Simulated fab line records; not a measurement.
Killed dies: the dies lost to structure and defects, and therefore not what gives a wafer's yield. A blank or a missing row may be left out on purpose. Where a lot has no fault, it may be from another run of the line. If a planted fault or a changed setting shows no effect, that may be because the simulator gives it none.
fab line records	flow n5-finfet
record: lots: 4	wafers: 12	last-day: 16
route steps=1938 shown MOL_CONTACT_COAG@623 BEOL_M0_SAQP@632 BEOL_M0@715 BEOL_M4@1111 PASSIVATION@1936
lots with no fault: from the same line, run without faults
start-h: start of the lot's first displayed wafer, in hours after the record's first day	wait-h: hours since the lot's step before	" identical to the entry in the row above	L1.1+2: several wafers, shown together as one row	- value missing, or start not given	* or withheld: withheld	< > ~ a bound
route shown NAME@n: names a module that has steps shown in the file, with the first one's number in the route	usual: mean/standard deviation taken from wafers without a fault	same: alike in all rows	chamber/n: place in a boat	sites: each site's reading	_std_site: how widely they spread, as a standard deviation	_edge_site: inner sites' mean taken away from outer sites' mean	radius-mm: how far each site lies from the wafer's centre	mask NAME#n: copy n	behind: the last tool/chamber to shape the wafer	hold: the reason the lot was held/the length of the hold in hours/how it ended	device: the n, p or np transistor that did not switch	end of line: the same wafers' tests at the end of the route	a step without rows: its recipe alone	killed: the dies lost at the first sort to structure and to defects; this is not the yield of the wafer	map: dies across one wafer; x = killed, . = not, _ = none there
set.NAME: the run value of the setting; set.NAME@STEP: its run value at that earlier step	model.NAME: the simulator's own value behind a step, which no gauge read
lots seen at some steps along the route; tables by step, rows by wafer
services: the hour from which a tool's chamber was out of use, counted from the record's first day as start-h (under 0 if before that day), plus the number of hours and why
== steps ==
step: N5_MOL_CONTACT_COAG_PRE_CLEAN_121
recipe: gas: H2/He	time-s: *	temp-c: withheld
step: N5_MOL_CONTACT_COAG_CVD_140
recipe: material: W	target-thk-a: 665	mode: selective-fill	temp-c: 300	time-s: 215
step: N5_MOL_CONTACT_COAG_PRECLEAN_127
recipe: chemistry: DIW	time-s: 57.5	temp-c: 23
step: N5_MOL_CONTACT_COAG_SRD_128
recipe: dry-time-s: 32	dry: n2-spin	spin-rpm: 1500
step: N5_MOL_CONTACT_COAG_CMP_52
recipe: stop-on: SiO2	t-overpolish-s: 1.5	post-cmp-clean: w-dilute-nh4oh	down-force-psi: 4	platen-rpm: 50.289	pad-velocity-m-s: 1.0006	target-thk-nm: 66.5
step: N5_MOL_CONTACT_COAG_ANNEAL_112
recipe: temp-c: 400	time-s: 1800	ambient: HPD2	pressure-atm: 10
step: N5_BEOL_M0_SAQP_PECVD_00
recipe: material: SiCN	target-thk-a: 80	temp-c: withheld	precursor: 3MS/NH3	pressure-torr: 3	rf-w: 202	time-s: 14
step: N5_BEOL_M0_SAQP_ILD_DEP_01
recipe: material: SiOC	target-thk-a: 454.19	temp-c: 350	precursor: DEMS/O2	pressure-torr: 5	rf-w: 500	time-s: 8.7
step: N5_BEOL_M0_SAQP_HM_DEP_02
recipe: material: TiN	target-thk-a: 120	temp-c: 25	chamber-pressure-pa: 0.49996
step: N5_BEOL_M0_SAQP_PECVD_03
recipe: material: SiCN	target-thk-a: 120	temp-c: withheld	precursor: 3MS/NH3	pressure-torr: 3	rf-w: 202	time-s: 21.1
usual: chamber-pressure-Torr: 3.001/0.0062	run-length-s: 51.3/0.48	showerhead-plenum-p-Torr: 3.668/0.016	showerhead-vpp-V: 880/35	throttle-valve-pct: 9.2/0.6
lot.wafer	tool	chamber	start-h	wait-h	chamber-pressure-Torr	run-length-s	showerhead-plenum-p-Torr	showerhead-vpp-V	throttle-valve-pct	model.SiCN_of_BEOL_M0_SAQP_PECVD_03.thk-nm
L470.3	pecvd-02	0	116.48	0.1	3.006	50.6	3.645	878	8.4	12
L470.4	"	1	"	"	3.000	51.2	3.670	912	9.7	12
L470.6	"	0	"	"	3.007	50.8	3.654	879	8.8	12.2
L476.1	pecvd-02	2	151.39	0.1	3.016	51.5	3.679	828	8.9	12
L476.3	"	0	"	"	2.998	43.5	3.658	876	8.6	7.8
L476.4	"	1	"	"	3.003	51.4	3.675	902	9.6	12.2
L479.1	pecvd-02	2	165.55	0.1	3.002	51.6	3.673	823	8.7	12
L479.2	"	0	"	"	3.007	43.5	3.647	876	8.6	7.6
L479.3	"	1	"	"	3.005	51.5	3.670	907	9.9	11.8
L486.1	pecvd-04	2	209.57	0.1	3.003	50.7	3.675	890	9.0	12
L486.5	"	1	"	"	3.005	51.0	3.655	898	9.7	12
L486.6	"	0	"	"	3.000	51.7	3.650	908	10.1	12.4
step: N5_BEOL_M0_SAQP_PECVD_96
recipe: material: a-Si	target-thk-a: 450	temp-c: 350	precursor: SiH4/He	pressure-torr: 3	rf-w: 100	time-s: 45.2
step: N5_BEOL_M0_SAQP_PECVD_97
recipe: material: SiNx	target-thk-a: 230	temp-c: 350	precursor: SiH4/NH3/N2	pressure-torr: 1.5	rf-w: 300	time-s: 19.9
step: N5_BEOL_M0_SAQP_PECVD_04
recipe: material: a-Si	target-thk-a: 600	temp-c: 350	precursor: SiH4/He	pressure-torr: 3	rf-w: 100	time-s: 60.2
step: N5_BEOL_M0_SAQP_HM_DEP_111
recipe: material: SiO2	target-thk-a: 120	temp-c: 400	precursor: SiH4/N2O	pressure-torr: 0.75	rf-w: 275	time-s: 7.2
step: N5_BEOL_M0_SAQP_COAT_81
recipe: resist: SOC	temp-c: 250	time-s: 60	spin-rpm: 1500	resist-thk-nm: 100
step: N5_BEOL_M0_SAQP_COAT_82
recipe: resist: SiARC	temp-c: 220	time-s: 60	spin-rpm: 1500	resist-thk-nm: 30
step: N5_BEOL_M0_SAQP_COAT_08
recipe: resist: CAR-ArF	spin-rpm: 1500	resist-thk-nm: 90
step: N5_BEOL_M0_SAQP_EBR_10
recipe: solvent: PGMEA	ebr-width-mm: 1.5
step: N5_BEOL_M0_SAQP_SOFTBAKE_09
recipe: temp-c: 110	time-s: 60	resist: CAR-ArF
step: N5_BEOL_M0_SAQP_EXPOSE_11
recipe: mask-id: M0_CORE	na: 1.35	source-shape: dipole	sigma-inner: 0.538	sigma-outer: 0.738	polarization: te	target-cd-nm: 42	dose-mj: 55
step: N5_BEOL_M0_SAQP_PEB_12
recipe: peb-temp-c: withheld	peb-time-s: 60	resist: CAR-ArF
step: N5_BEOL_M0_SAQP_DEVELOP_13
recipe: develop-time-s: 30	developer: TMAH	resist: CAR-ArF	dev-temp-c: 23	rinse-liquid: diw	dry: air-spin
step: N5_BEOL_M0_SAQP_DESCUM_19
recipe: chemistry: O2	time-s: 7.9	source-power-w: 50	bias-power-w: 20	pressure-mtorr: 20	rf-frequency-hz: 2.712e+07	temp-c: 40	resist: CAR-ArF	o2-flow-sccm: 225
step: N5_BEOL_M0_SAQP_ETCH_83
recipe: chemistry: CF4	target: SiARC	target-depth-a: 390	mask-material: CAR-ArF	time-s: 65	ion-energy-ev: 80	pressure-mtorr: 40	source-w: 545	bias-w: 36	Ar_flow_sccm: 100	cf4-flow-sccm: 100	ends: cleared
step: N5_BEOL_M0_SAQP_ETCH_84
recipe: chemistry: N2/H2	target: SOC	target-depth-a: 1000	overetch-a: 200	mask-material: SiARC	temp-c: 40	time-s: 150	ion-energy-ev: 200	pressure-mtorr: 30	source-w: 840	bias-w: 150	n2-flow-sccm: 200	h2-flow-sccm: 200
step: N5_BEOL_M0_SAQP_STRIP_80
recipe: chemistry: N2/H2	temp-c: 40	n2-flow-sccm: 200	h2-flow-sccm: 200	rf-frequency-hz: 6e+07
step: N5_BEOL_M0_SAQP_HM_OPEN_112
recipe: chemistry: CHF3/O2	target: SiO2	stop-on: a-Si	target-depth-a: 120	over-etch-frac: 1.25	mask-material: SOC	time-s: 13.5	pressure-mtorr: 30	source-w: 650	bias-w: 170	Ar_flow_sccm: 200	CHF3_flow_sccm: 50	O2_flow_sccm: 5	ion-energy-ev: 200	ends: end-point
step: N5_BEOL_M0_SAQP_STRIP_113
recipe: chemistry: CHF3/O2	resist: SiARC	rf-frequency-hz: 6e+07
step: N5_BEOL_M0_SAQP_MANDREL_ETCH_20
recipe: target-depth-a: 600	chemistry: HBr/Cl2	target: a-Si	stop-on: SiNx	bt-time-s: 10	mask-material: SOC	over-etch-frac: 0.5	time-s: 30	pressure-mtorr: 10	icp-w: 800	bias-w: 75	HBr_flow_sccm: 150	Cl2_flow_sccm: 80	ends: end-point
step: N5_BEOL_M0_SAQP_STRIP_86
recipe: chemistry: N2/H2	power-w: 500	temp-c: 40	pressure-mtorr: 50	rf-frequency-hz: 6e+07	overash-fraction: 0.3	bias-power-w: 28	h2-frac: 0.5	n2-flow-sccm: 300	h2-flow-sccm: 300
step: N5_BEOL_M0_SAQP_STRIP_115
recipe: chemistry: post-etch-residue-remover	time-s: 60	temp-c: 25	remover-ph: withheld	remover-water-wt-pct: withheld	remover-fluoride-wt-pct: withheld
step: N5_BEOL_M0_SAQP_SRD_93
recipe: dry: ipa-marangoni	time-s: 30	temp-c: 23	rinse-liquid: diw
step: N5_BEOL_M0_SAQP_RECESS_114
recipe: chemistry: HF/NH3	target: SiO2	target-depth-a: 144	afs-cycles: 3	temp-c: 30	sublimation-temp-c: 180	sublimation-time-s: 60
step: N5_BEOL_M0_SAQP_SPACER1_ALD_98
recipe: material: SiO2	target-thk-a: 128	temp-c: 300	ald-precursor-family: BDEAS	ald-co-reactant: O2-plasma	pulse-time-s: 1	purge-time-s: 2	co-reactant-purge-time-s: 2	ald-cycles: 138	pressure-torr: 2
step: N5_BEOL_M0_SAQP_SPACER1_ETCHBACK_99
recipe: chemistry: CHF3/O2	mode: anisotropic-etchback	target: SiO2	target-depth-a: 154	time-s: 7.7	pressure-mtorr: 30	source-w: 650	bias-w: 170	Ar_flow_sccm: 200	CHF3_flow_sccm: 50	O2_flow_sccm: 5	ion-energy-ev: 200
step: N5_BEOL_M0_SAQP_RECESS_109
recipe: chemistry: HF/NH3	target: SiO2	target-depth-a: 30	afs-cycles: 1	temp-c: 30	sublimation-temp-c: 180	sublimation-time-s: 60
usual: drypump-motor-current-A: 5.2/0.41
same: afs-cycles: 1
lot.wafer	tool	chamber	start-h	wait-h	drypump-motor-current-A	model.SiCN_of_BEOL_M0_SAQP_PECVD_03.thk-nm
L470.3	vapor-etch-02	1	119.94	0.1	5.1	8.6
L470.4	"	0	"	"	4.7	8.6
L470.6	"	1	"	"	5.1	8.8
L476.1	vapor-etch-01	1	154.47	0.0	5.4	8.6
L476.3	"	1	"	"	5.4	4.4
L476.4	"	0	"	"	5.9	8.6
L479.1	vapor-etch-01	1	168.82	0.0	5.4	8.4
L479.2	"	0	"	"	5.9	4.2
L479.3	"	0	"	"	5.9	8.6
L486.1	vapor-etch-02	1	213.08	0.0	5.1	8.4
L486.5	"	0	"	"	4.7	8.6
L486.6	"	1	"	"	5.1	8.8
step: N5_BEOL_M0_ETCH_138
recipe: chemistry: CH3F/O2	target-depth-a: 120	target: SiCN	time-s: 31.6	ion-energy-ev: 120	pressure-mtorr: 30	source-w: 395	bias-w: 75	Ar_flow_sccm: 150	CH3F_flow_sccm: 30	O2_flow_sccm: 20	ends: cleared
usual: CH3F_flow_sccm: 29.99/0.07	drypump-motor-current-A: 5.8/0.39	etch-rf-on-time-s: 29.7/0.84	oes-product-au: 0.63/0.075	rf-vpp-V: 297.1/1.7	showerhead-plenum-p-Torr: 1.99/0.078	throttle-valve-pct: 16.42/0.23
lot.wafer	tool	chamber	start-h	wait-h	CH3F_flow_sccm	drypump-motor-current-A	etch-rf-on-time-s	oes-product-au	rf-hours-counter-h	rf-vpp-V	showerhead-plenum-p-Torr	throttle-valve-pct	model.etch.depth-nm
L470.3	rie-diel-01	3	123.14	0.0	29.86	5.7	29.7	0.59	245	294.5	1.89	16.97	8.566
L470.4	"	1	"	"	29.99	6.1	28.5	0.80	16	298.6	2.05	16.03	8.594
L470.6	"	3	"	"	29.92	5.7	30.7	0.59	-	294.4	1.89	16.98	8.848
L476.1	rie-diel-01	3	158.54	0.0	30.02	5.7	29.5	0.82	2	299.9	2.14	16.49	8.647
L476.3	"	1	"	"	29.92	6.1	30.4	0.78	32	298.0	2.05	16.07	9.231
L476.4	"	0	"	"	30.03	5.1	29.5	0.68	94	299.3	2.09	16.23	8.575
L479.1	rie-diel-05	2	172.06	0.0	29.91	6.1	29.1	0.64	170	300.0	2.08	16.56	8.438
L479.2	"	3	"	"	29.97	6.1	31.7	0.63	200	295.5	1.89	16.30	9.231
L479.3	"	0	"	"	30.11	6.1	29.0	0.60	234	296.1	1.89	16.30	8.544
L486.1	rie-diel-05	3	215.87	0.0	29.91	6.1	28.9	0.61	214	294.6	1.89	16.31	8.378
L486.5	"	2	"	"	30.03	6.1	30.3	0.62	-	299.0	2.07	16.57	8.653
L486.6	"	1	"	"	29.96	5.5	31.7	0.57	-	295.5	1.96	16.51	8.806
step: N5_BEOL_M0_ETCH_128
recipe: chemistry: CF4/N2	target-depth-a: 120	overetch-a: 51	target: SiCN	time-s: 21.4	ion-energy-ev: 150	pressure-mtorr: 40	source-w: 430	bias-w: 70	Ar_flow_sccm: 100	cf4-flow-sccm: 60	n2-flow-sccm: 60
usual: drypump-motor-current-A: 5.7/0.4	oes-product-au: 0.54/0.061	rf-vpp-V: 382.8/2.2	showerhead-plenum-p-Torr: 2.23/0.083	throttle-valve-pct: 15.46/0.25
lot.wafer	tool	chamber	start-h	wait-h	drypump-motor-current-A	oes-product-au	rf-hours-counter-h	rf-vpp-V	showerhead-plenum-p-Torr	throttle-valve-pct	model.etch.depth-nm
L470.3	rie-diel-01	0	123.61	0.0	5.1	0.56	78	385.1	2.32	15.36	8.566
L470.4	"	3	"	"	5.7	0.48	245	380.5	2.10	16.13	8.594
L470.6	"	0	"	"	5.2	0.57	-	384.3	2.32	15.34	8.848
L476.1	rie-diel-03	1	162.28	0.8	6.1	0.46	277	382.2	2.18	15.42	8.647
L476.3	"	0	"	"	6.2	0.58	198	385.5	2.28	15.67	12
L476.4	"	2	"	"	5.2	0.47	-	379.4	2.18	15.77	8.575
L479.1	rie-diel-05	2	172.48	0.0	6.1	0.51	170	384.7	2.28	15.62	8.438
L479.2	"	3	"	"	6.1	0.59	200	379.1	2.09	15.46	12
L479.3	"	1	"	"	5.5	0.47	226	380.4	2.17	15.61	8.544
L486.1	rie-diel-01	3	216.48	0.1	5.7	0.62	23	385.1	2.36	15.65	8.378
L486.5	"	3	"	"	5.7	0.62	-	384.6	2.36	15.67	8.653
L486.6	"	0	"	"	5.1	0.54	-	384.7	2.31	15.41	8.806
step: N5_BEOL_M4_RC_MEAS_101
usual: DIBL_N: 36.3/2.2	DIBL_P: 36.0/2.4	IOFF_N: 0.16/0.042	IOFF_P: 0.22/0.041	ION_N: 672/14	ION_P: 462/7.9	SS_N: 71.7/0.76	SS_P: 73.3/0.72	VT_N: 250/3.6	VT_P: -249/3
lot.wafer	tool	chamber	start-h	wait-h	DIBL_N[mV/V]	DIBL_P[mV/V]	IOFF_N[nA/um]	IOFF_P[nA/um]	ION_N[uA/um]	ION_P[uA/um]	SS_N[mV/dec]	SS_P[mV/dec]	VT_N[mV]	VT_P[mV]
L470.3	prober-02	0	176.06	0.3	37.1	36.9	0.17	0.24	673	463	71.3	72.7	251	-247
L470.4	"	0	"	"	36.5	36.9	0.18	0.25	672	465	70.9	73.6	246	-246
L470.6	"	0	"	"	37.1	37.1	0.16	0.25	666	460	72.0	73.4	250	-248
L476.1	prober-02	0	209.04	0.0	34.7	33.6	0.14	0.19	653	454	71.1	73.6	254	-253
L476.3	"	0	"	"	33.6	32.8	0.13	0.21	671	469	70.4	72.1	254	-249
L476.4	"	0	"	"	34.4	34.2	0.15	0.21	677	473	71.2	73.0	250	-250
L479.1	prober-02	0	221.99	0.2	37.3	35.8	0.16	0.21	671	451	72.1	72.9	252	-252
L479.2	"	0	"	"	36.7	34.7	0.14	0.20	650	451	71.9	72.8	252	-250
L479.3	"	0	"	"	42.4	44.1	0.31	0.40	709	477	72.8	75.9	240	-242
L486.1	prober-01	0	269.53	0.0	33.7	33.3	0.11	0.15	661	456	70.8	72.6	257	-256
L486.5	"	0	"	"	33.9	32.6	0.11	0.15	644	437	71.5	72.1	253	-253
L486.6	"	0	"	"	31.5	30.9	0.09	0.13	651	452	70.0	71.6	256	-256
step: N5_PASSIVATION_PROBE_49
usual: defect-limited-yield: 91.3/1.7	killed_at_M0_to_M3: 33/9.9	killed_at_M4_up: 14/6.4	killed-at-contacts: 12/7	killed-at-front-end: 41/13	killed-at-other: 3.1/2.9	killed-dies: 103/20	killed-open: 67/14	killed-short: 34/9.4	sort_bin_4_leakage: 0.03/0.24	sort_bin_5_function: 5.1/1.1	sort_bin_6_memory: 3.2/0.79	sort_bin_8_speed: 0.02/0.15	sort-n-pass: 1077/21	sort-yield-pct: 91.2/1.7
same: gross-dies: 1180	killed-at-back-side: 0
lot.wafer	tool	chamber	start-h	wait-h	defect-limited-yield[%]	killed_at_M0_to_M3	killed_at_M4_up	killed-at-contacts	killed-at-front-end	killed-at-other	killed-dies	killed-open	killed-short	sort_bin_4_leakage[%]	sort_bin_5_function[%]	sort_bin_6_memory[%]	sort_bin_8_speed[%]	sort-n-pass	sort-yield-pct[%]
L476.1	prober-02	-	302.87	0.0	92.5	34	10	9	35	1	89	59	29	0	4.6	2.7	0	1091	92.5
L476.3	prober-02	-	302.97	0.1	92.1	37	9	6	38	3	93	62	31	0	4.2	3.1	0	1087	92.1
L476.4	prober-02	-	303.02	0.2	88.5	52	15	9	60	0	136	83	47	0	7.0	4.0	0	1044	88.5
killed by level:class
L476.1 MOL_CONTACT_COAG:geometric-particle:open=9 STI_FIN_REVEAL:geometric-particle:open=8 FIN_SAQP:geometric-particle:open=7 FIN_SAQP:geometric-particle:short=7 BEOL_M1:geometric-particle:open=7 BEOL_M0_SAQP:geometric-particle:open=6 BEOL_M0_SAQP:geometric-particle:short=5 BEOL_M2:geometric-particle:open=5
L476.3 STI_FIN_REVEAL:geometric-particle:open=8 DUMMY_GATE:geometric-particle:open=7 GATE_CUT:geometric-particle:short=7 BEOL_M3:geometric-particle:open=7 BEOL_M1:geometric-particle:open=7 BEOL_M2:geometric-particle:open=6 BEOL_M0_SAQP:geometric-particle:open=5 FIN_SAQP:geometric-particle:short=4
L476.4 FIN_SAQP:geometric-particle:short=19 STI_FIN_REVEAL:geometric-particle:open=15 BEOL_M1:geometric-particle:open=10 BEOL_M2:geometric-particle:open=9 FIN_SAQP:geometric-particle:open=8 DUMMY_GATE:geometric-particle:open=7 MOL_CONTACT_COAG:geometric-particle:open=7 BEOL_M0:geometric-particle:open=6
== services ==
tool	chamber	start-h	hours	kind
pecvd-04	-	131.73	0.5	repair
rie-diel-01	3	137.47	-	clean
rie-diel-01	3	137.47	-	consumable-replace:focus-ring
rie-diel-01	3	137.47	-	consumable-replace:showerhead
rie-diel-01	3	137.47	16.5	scheduled-down
rie-diel-01	3	137.47	16.5	vent-cycle
rie-diel-05	-	147.61	14.6	pm
pecvd-04	0	165.96	12.2	repair
rie-diel-05	0	175.21	1.2	repair
rie-diel-03	1	192.64	-	clean
rie-diel-03	1	192.64	-	consumable-replace:focus-ring
rie-diel-03	1	192.64	15.9	scheduled-down
rie-diel-03	1	192.64	15.9	vent-cycle
pecvd-02	2	202.38	-	clean
pecvd-02	2	202.38	-	consumable-replace:showerhead
pecvd-02	2	202.38	29.0	scheduled-down
pecvd-02	2	202.38	29.0	vent-cycle
rie-diel-03	2	208.58	-	clean
rie-diel-03	2	208.58	-	consumable-replace:focus-ring
rie-diel-03	2	208.58	19.2	scheduled-down
rie-diel-03	2	208.58	19.2	vent-cycle
== key ==
first-sign: step: N5_BEOL_M0_SAQP_PECVD_03	reading: run-length-s	direction: down	sigmas: 16	usual: *	struck: *
effect none on later readings
model-effect: step: N5_BEOL_M0_SAQP_PECVD_03	value: SiCN_of_BEOL_M0_SAQP_PECVD_03.thk-nm	without: 12.1	struck: 7.7
model-effect: step: N5_BEOL_M0_SAQP_RECESS_109	value: SiCN_of_BEOL_M0_SAQP_PECVD_03.thk-nm	without: 8.7	struck: 4.3
model-effect: step: N5_BEOL_M0_ETCH_138	value: etch.depth-nm	without: 8.725	struck: 9.231
model-effect: step: N5_BEOL_M0_ETCH_128	value: etch.depth-nm	without: 8.725	struck: 12
met-at N5_BEOL_M0_SAQP_PECVD_03
struck-wafers L476.3,L479.2
onset-between 116.48 151.39
fault: kind: process-parameter-drift	tool: pecvd-02	chamber: 0	onset-h: 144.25	steps: N5_BEOL_M0_SAQP_PECVD_03	channel: time-s	offset: *	shape: step	end-h: 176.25	acts-in: *	stated: *
